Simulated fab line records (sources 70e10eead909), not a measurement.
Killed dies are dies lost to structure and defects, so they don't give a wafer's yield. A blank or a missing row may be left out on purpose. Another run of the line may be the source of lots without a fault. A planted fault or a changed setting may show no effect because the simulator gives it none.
fab line records	flow nand-harc
[record] lots = 12	wafers = 36	last-day = 33
route steps=1302 shown A_WL_FILL@968 A_CONTACT@994 END@1302
lots that met no fault: taken from a fault-free run of the same line
start-h: the number of hours between the record's first day and the start of the first shown wafer of the lot	wait-h: hours from the lot's prior step to this one	" as in the row above	L1.1+2: a single row standing in for several wafers	- either no value or no given start	* or withheld: withheld	< > ~ a bound
route shown NAME@n: a module of which the file shows steps, and the number in the route of the first	usual: the fault-free wafers' mean and standard deviation	same: alike in all rows	chamber/n: place in a boat	sites: per-site readings	_std_site: standard deviation of those values	_edge_site: the outer-site mean with the inner-site mean subtracted	radius-mm: how far each site lies from the wafer's centre	mask NAME#n: copy n	behind: tool/chamber where the wafer was last shaped	hold: reason for holding the lot/hours on hold/outcome of the hold	device: transistor that didn't switch, given as n, p or np	end of line: tests of these same wafers at the route's end	step lacking rows: just its recipe	killed: at the first sort, the dies lost to defects and structure; wafer yield is something else	map: a wafer's dies, x killed, . not, _ none there
set.NAME: the run value of the setting; set.NAME@STEP: its run value at that earlier step	model.NAME: the simulator's own value behind a step, which no gauge read
a sample of lots followed through the steps of the route, with each step as a table and each wafer as a row
services: when a tool's chamber went out of use (start-h, in hours from the record's first day, below 0 if earlier), for how many hours, and the reason
[[steps]]
[step NHARC_A_WL_FILL_ETCHBACK_17]
[recipe] target-depth-a = 40	time-s = 26.7	chemistry = Cl2/BCl3
[usual] drypump-motor-current-A = 5.6/0.42	oes-product-au = 1.000/0.012
lot.wafer	tool	chamber	start-h	wait-h	drypump-motor-current-A	oes-product-au	rf-hours-counter-h
L709.2	rie-metal-01	0	479.27	-	6.1	1.022	1.3
L709.3	"	0	"	"	6.0	1.018	-
L709.6	"	1	"	"	5.1	1.009	-
L710.3	rie-metal-01	0	488.30	-	6.1	1.019	-
L710.4	"	1	"	"	5.1	1.011	-
L710.6	"	0	"	"	6.0	1.026	-
L711.1	rie-metal-01	1	498.04	-	5.1	0.999	1.5
L711.5	"	1	"	"	5.1	1.001	-
L711.6	"	0	"	"	6.1	1.015	-
L712.1	rie-metal-02	1	499.20	-	5.3	0.985	1.0
L712.4	"	1	"	"	5.2	0.984	-
L712.5	"	1	"	"	5.2	0.983	-
L714.1	rie-metal-02	1	528.50	-	5.3	0.988	1.1
L714.4	"	0	"	"	6.0	0.991	-
L714.6	"	1	"	"	5.2	0.980	-
L720.3	rie-metal-02	1	573.78	-	5.2	0.990	-
L720.4	"	0	"	"	5.9	1.007	-
L720.5	"	0	"	"	5.9	0.988	-
L722.1	rie-metal-03	1	598.44	-	6.2	1.020	1.3
L722.5	"	0	"	"	5.3	0.998	-
L722.6	"	1	"	"	6.2	1.006	-
L724.2	rie-metal-02	1	614.35	-	5.3	0.981	3.3
L724.5	"	1	"	"	5.3	0.987	-
L724.6	"	0	"	"	5.9	0.993	-
L723.1	rie-metal-03	0	614.38	-	5.4	0.993	1.6
L723.4	"	1	"	"	6.2	1.017	-
L723.6	"	0	"	"	5.4	0.998	-
L728.2	rie-metal-03	0	662.07	-	5.4	0.997	2.4
L728.4	"	1	"	"	6.2	1.015	-
L728.6	"	1	"	"	6.2	0.997	-
L727.2	rie-metal-02	0	662.94	-	5.8	0.991	0.5
L727.4	"	0	"	"	5.8	0.996	-
L727.3	"	1	"	"	5.3	0.997	-
L732.2	rie-metal-03	0	689.44	-	5.3	0.986	2.7
L732.1	"	1	"	"	6.2	1.010	2.7
L732.3	"	0	"	"	5.3	0.992	-
[step NHARC_A_WL_FILL_ALD_19]
[recipe] target-thk-a = 20	pulse-time-s = 3	ald-cycles = 100	temp-c = 450	material = TiN
[usual] heater-power-w = 1064/120	precursor-pulse-height-rel = 0.999/0.02
lot.wafer	tool	chamber	start-h	wait-h	heater-power-w	precursor-pulse-height-rel	since-wet-clean-h
L709.2	ald-metal-01	2	483.65	0.1	1316	1.008	126
L709.3	"	0	"	"	1106	1.009	126
L709.6	"	1	"	"	1135	1.001	-
L710.3	ald-metal-04	3	493.70	0.1	931	1.004	10
L710.4	"	0	"	"	1015	1.024	10
L710.6	"	0	"	"	1048	1.010	-
L712.4	ald-metal-01	1	504.52	0.1	1133	0.964	147
L712.1	"	0	"	"	1164	1.004	147
L712.5	"	1	"	"	1144	1.002	-
L711.1	ald-metal-04	2	504.52	0.1	1069	0.980	21
L711.6	"	2	"	"	1104	1.003	-
L711.5	"	3	"	"	940	1.033	-
L714.4	ald-metal-02	2	533.92	0.1	1060	1.003	92
L714.1	"	0	"	"	1019	1.008	92
L714.6	"	2	"	"	1068	1.010	-
L720.4	ald-metal-01	1	579.20	0.1	1150	0.996	43
L720.3	"	2	"	"	1315	1.006	43
L720.5	"	0	"	"	1060	0.982	-
L722.1	ald-metal-04	2	603.82	0.1	1130	1.020	120
L722.5	"	2	"	"	1103	0.993	-
L722.6	"	3	"	"	930	1.019	-
L723.1	ald-metal-04	2	619.79	0.1	1077	1.012	136
L723.4	"	0	"	"	1033	1.016	136
L723.6	"	2	"	"	1105	0.986	-
L724.2	ald-metal-01	2	619.82	0.2	1353	1.009	84
L724.6	"	3	"	"	1064	0.978	-
L724.5	"	0	"	"	1072	0.995	-
L727.2	ald-metal-02	1	667.58	0.1	883	1.023	47
L727.3	"	2	"	"	1024	1.019	47
L727.4	"	3	"	"	989	1.012	47
L728.2	ald-metal-04	3	667.60	0.1	899	0.994	6
L728.4	"	1	"	"	1006	1.006	6
L728.6	"	3	"	"	876	1.027	-
L732.3	ald-metal-02	0	694.90	0.1	1021	1.006	75
L732.1	"	1	"	"	908	0.991	75
L732.2	"	3	"	"	991	1.022	75
[step NHARC_A_CONTACT_EXPOSE_39]
[recipe] na = 1.35	sigma-outer = 0.8	dose-mj = 58.79	mask-id = A_CC_3
[same] sigma-outer = 0.8
lot.wafer	tool	chamber	start-h	wait-h	mask
L709.2+3+6	arfi-scanner-01	0	490.58	-	A_CC_3#0
L710.3+4+6	arfi-scanner-02	0	502.68	-	A_CC_3#0
L712.1+4+5	arfi-scanner-02	0	514.45	-	A_CC_3#0
L711.1+5+6	arfi-scanner-03	0	515.55	-	A_CC_3#0
L714.1+4+6	arfi-scanner-01	0	540.83	-	A_CC_3#0
L720.3+4+5	arfi-scanner-02	0	585.72	-	A_CC_3#0
L722.1+5+6	arfi-scanner-02	0	611.59	-	A_CC_3#0
L723.1+4+6	arfi-scanner-02	0	626.23	-	A_CC_3#0
L724.2+5+6	arfi-scanner-03	0	627.10	-	A_CC_3#0
L728.2+4+6	arfi-scanner-01	0	674.01	-	A_CC_3#0
L727.2+3+4	arfi-scanner-03	0	676.67	-	A_CC_3#0
L732.1+2+3	arfi-scanner-03	0	702.77	-	A_CC_3#0
[step NHARC_A_CONTACT_OVL_MEAS_43]
[usual] overlay-x-nm = 0.2/0.82	overlay-y-nm = 0.0/0.85
lot.wafer	tool	chamber	start-h	wait-h	overlay-x-nm	overlay-y-nm
L709.2	overlay-02	-	490.81	-	0.4	-0.7
L709.3	"	-	"	"	0.7	-1.0
L709.6	"	-	"	"	1.2	-0.5
L710.3	overlay-01	-	502.90	-	1.0	-1.7
L710.4	"	-	"	"	0.2	-0.4
L710.6	"	-	"	"	1.0	-1.2
L712.1	overlay-02	-	514.67	-	0.8	0.0
L712.4	"	-	"	"	0.6	-0.1
L712.5	"	-	"	"	0.9	-0.2
L711.1	overlay-02	-	515.78	-	-0.2	1.2
L711.5	"	-	"	"	-0.3	1.4
L711.6	"	-	"	"	0.2	1.1
L714.1	overlay-02	-	541.06	-	1.5	-0.9
L714.4	"	-	"	"	1.6	-0.9
L714.6	"	-	"	"	2.3	-1.1
L720.3	overlay-02	-	585.94	-	7.7	0.3
L720.4	"	-	"	"	7.8	0.4
L720.5	"	-	"	"	7.8	-0.1
L722.1	overlay-01	-	611.82	-	7.3	0.2
L722.5	"	-	"	"	7.7	1.0
L722.6	"	-	"	"	7.9	0.6
L723.1	overlay-01	-	626.46	-	7.8	0.5
L723.4	"	-	"	"	7.7	0.9
L723.6	"	-	"	"	7.4	0.7
L724.2	overlay-01	-	627.33	-	0.1	1.4
L724.5	"	-	"	"	0.8	1.0
L724.6	"	-	"	"	0.5	1.5
L728.2	overlay-02	-	674.23	-	0.6	0.0
L728.4	"	-	"	"	0.2	-0.3
L728.6	"	-	"	"	0.3	-0.1
L727.2	overlay-02	-	676.89	-	0.3	0.8
L727.3	"	-	"	"	1.2	0.7
L727.4	"	-	"	"	0.3	0.4
L732.1	overlay-02	-	703.00	-	-0.1	0.2
L732.2	"	-	"	"	-0.1	0.1
L732.3	"	-	"	"	-1.0	0.0
[step NHARC_A_CONTACT_ETCH_115]
[recipe] source-w = withheld	pressure-mtorr = 20	bias-v = 3000	time-s = 190	target-depth-a = 18500	ar-flow-sccm = withheld	c4f8-flow-sccm = withheld	o2-flow-sccm = withheld	chemistry = C4F8/O2/Ar
lot.wafer	tool	chamber	start-h	wait-h	rf-hours-counter-h
L709.2	har-cap-etch-02	0	493.44	0.1	77
L709.3	"	1	"	"	-
L709.6	"	1	"	"	-
L710.4	har-cap-etch-02	1	505.59	0.1	-
L710.3	"	0	"	"	-
L710.6	"	0	"	"	-
L712.1	har-cap-etch-01	1	517.72	0.1	1
L712.4	"	1	"	"	-
L712.5	"	1	"	"	-
L711.1	har-cap-etch-03	1	518.65	0.2	43
L711.5	"	1	"	"	-
L711.6	"	0	"	"	-
L714.1	har-cap-etch-01	0	543.95	0.2	6
L714.4	"	1	"	"	-
L714.6	"	1	"	"	-
L720.4	har-cap-etch-03	0	588.63	0.1	-
L720.3	"	1	"	"	-
L720.5	"	0	"	"	-
L722.1	har-cap-etch-01	1	614.48	0.1	20
L722.6	"	0	"	"	-
L722.5	"	1	"	"	-
L723.1	har-cap-etch-03	0	629.13	0.1	65
L723.4	"	1	"	"	-
L723.6	"	0	"	"	-
L724.2	har-cap-etch-01	1	630.03	0.1	24
L724.6	"	1	"	"	-
L724.5	"	0	"	"	-
L728.2	har-cap-etch-03	0	676.88	0.1	74
L728.4	"	1	"	"	-
L728.6	"	0	"	"	-
L727.2	har-cap-etch-01	0	679.55	0.1	31
L727.3	"	1	"	"	-
L727.4	"	0	"	"	-
L732.1	har-cap-etch-02	1	705.64	0.1	121
L732.2	"	0	"	"	121
L732.3	"	0	"	"	-
[step NHARC_END_SORT_01]
[recipe] temp-c = 25
[usual] killed-at-array = 46/15	killed-at-other = 1.0/1.3	killed-at-periphery = 4/3	killed-dies = 51/15	killed-open = 3.2/1.8	killed-short = 2.5/1.5
[same] gross-dies = 677
lot.wafer	tool	chamber	start-h	wait-h	killed-at-array	killed-at-other	killed-at-periphery	killed-dies	killed-open	killed-short
L720.3	prober-02	0	664.08	3.0	33	0	2	35	6	5
L720.4	prober-02	0	664.86	3.3	36	0	7	43	2	3
L720.5	prober-02	0	665.64	3.6	19	0	5	24	3	2
L722.1	prober-01	0	684.27	2.6	39	1	5	45	3	3
L722.5	prober-01	0	687.50	3.7	43	0	7	50	1	2
L722.6	prober-01	0	688.31	4.0	40	0	1	41	3	3
L723.1	prober-02	0	698.87	2.5	72	1	7	80	3	1
L723.4	prober-02	0	701.25	3.4	64	3	3	70	6	5
L723.6	prober-02	0	702.84	4.0	75	2	2	79	2	1
// killed by level:class
L720.3 A_CHANNEL_HOLE_D2:chamber-film-flake=11 A_CHANNEL_HOLE_D1:chamber-film-flake=5 A_SLIT:chamber-film-flake=5 A_BLC:geometric-particle:open=3 P_M0:geometric-particle:short=1 A_ONON_D1:geometric-particle:open=1 A_CHANNEL_HOLE_D1:geometric-particle:short=1 A_DECK1_JOINT:geometric-particle:short=1
L720.4 A_CHANNEL_HOLE_D2:chamber-film-flake=13 P_GATE:chamber-film-flake=5 A_SLIT:chamber-film-flake=5 A_CHANNEL_HOLE_D1:chamber-film-flake=4 A_STAIRCASE:chamber-film-flake=4 A_ZERO_WELL:chamber-film-flake=2 A_CONTACT:chamber-film-flake=2 P_M1:geometric-particle:short=1
L720.5 A_CHANNEL_HOLE_D2:chamber-film-flake=11 A_CHANNEL_HOLE_D1:chamber-film-flake=5 A_ONON_D2:geometric-particle:open=2 P_GATE:chamber-film-flake=2 P_CONTACT:geometric-particle:open=1 P_CONTACT:geometric-particle:short=1 P_M0:geometric-particle:short=1 A_CONTACT:chamber-film-flake=1
L722.1 A_SLIT:chamber-film-flake=15 A_CONTACT:chamber-film-flake=11 A_CHANNEL_HOLE_D1:chamber-film-flake=4 A_CHANNEL_FILL_D2:chamber-film-flake=3 P_ZERO_WELL:chamber-film-flake=2 P_CONTACT:geometric-particle:short=1 P_M0:geometric-particle:open=1 A_CHANNEL_HOLE_D2:geometric-particle:short=1
L722.5 A_SLIT:chamber-film-flake=21 A_CONTACT:chamber-film-flake=8 A_CHANNEL_HOLE_D1:chamber-film-flake=5 P_BONDPAD:chamber-film-flake=4 P_ZERO_WELL:chamber-film-flake=2 A_CHANNEL_FILL_D2:chamber-film-flake=2 A_STAIRCASE:chamber-film-flake=2 A_WL_FILL:chamber-film-flake=2
L722.6 A_SLIT:chamber-film-flake=20 A_CONTACT:chamber-film-flake=9 A_CHANNEL_HOLE_D1:chamber-film-flake=2 A_STAIRCASE:chamber-film-flake=2 A_WL_FILL:chamber-film-flake=2 P_M2:geometric-particle:short=1 A_CHANNEL_FILL_D1:geometric-particle:open=1 A_CHANNEL_HOLE_D2:geometric-particle:short=1
L723.1 A_CHANNEL_HOLE_D1:chamber-film-flake=33 A_SLIT:chamber-film-flake=24 P_BONDPAD:chamber-film-flake=4 A_STAIRCASE:chamber-film-flake=3 A_CONTACT:chamber-film-flake=3 A_DECK1_JOINT:chamber-film-flake=2 A_CHANNEL_HOLE_D2:chamber-film-flake=2 A_M0:chamber-film-flake=2
L723.4 A_SLIT:chamber-film-flake=22 A_CHANNEL_HOLE_D1:chamber-film-flake=19 A_CHANNEL_HOLE_D2:chamber-film-flake=6 A_M0:chamber-film-flake=4 P_BONDPAD:chamber-film-flake=2 A_CONTACT:chamber-film-flake=2 A_ONON_D1:geometric-particle:short=1 A_CHANNEL_FILL_D1:geometric-particle:short=1
L723.6 A_CHANNEL_HOLE_D1:chamber-film-flake=39 A_SLIT:chamber-film-flake=21 A_CONTACT:chamber-film-flake=4 A_CHANNEL_HOLE_D2:chamber-film-flake=3 A_M0:chamber-film-flake=3 P_BONDPAD:chamber-film-flake=2 A_CHANNEL_FILL_D2:chamber-film-flake=2 THIN_TSV:chamber-film-flake=2
[[services]]
tool	chamber	start-h	hours	kind
arfi-scanner-03	-	461.88	0.3	repair
ald-metal-04	0	462.97	6.9	repair
arfi-scanner-03	-	464.74	0.6	repair
rie-metal-03	0	467.78	37.5	repair
arfi-scanner-02	-	471.73	0.9	repair
arfi-scanner-03	-	472.85	4.0	pm
ald-metal-04	-	474.00	10.0	pm
arfi-scanner-02	-	484.00	4.0	pm
har-cap-etch-01	-	497.06	17.0	pm
rie-metal-03	-	503.88	0.8	repair
arfi-scanner-03	-	506.33	1.7	repair
rie-metal-03	-	519.57	9.0	pm
ald-metal-04	3	520.79	27.8	repair
ald-metal-01	-	526.00	10.0	pm
ald-metal-01	2	553.99	2.7	repair
arfi-scanner-02	-	556.79	0.8	repair
arfi-scanner-03	-	568.05	0.4	repair
rie-metal-03	-	578.98	1.8	repair
rie-metal-02	-	631.00	9.0	pm
arfi-scanner-02	-	636.81	0.2	repair
ald-metal-04	-	652.00	10.0	pm
arfi-scanner-02	-	654.42	0.9	repair
arfi-scanner-02	-	656.00	4.0	pm
arfi-scanner-02	-	660.85	0.8	repair
[[key]]
[first-sign] step = NHARC_A_CONTACT_OVL_MEAS_43	reading = overlay-x-nm	direction = up	sigmas = 9.1	usual = 0.2	struck = 7.7
effect none on later readings
met-at NHARC_A_CONTACT_EXPOSE_39
struck-lots L720,L722,L723
tester-left-out L720,L722,L723
not-acting-at NHARC_A_WL_FILL_ETCHBACK_17,NHARC_A_WL_FILL_ALD_19,NHARC_A_CONTACT_ETCH_115
onset-between 514.45 585.72
[fault] kind = scanner-matching-overlay	tool = arfi-scanner-02	chamber = -	onset-h = 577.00	steps = NHARC_A_CONTACT_EXPOSE_39	offset = 8.0653
// tester-left-out: of these lots the tester's yield and bins aren't shown, on N5 and GAA mostly nor the transistor test; their killed dies are dies lost to structure and defects alone, not to doping, threshold or leakage, so they don't give the yield
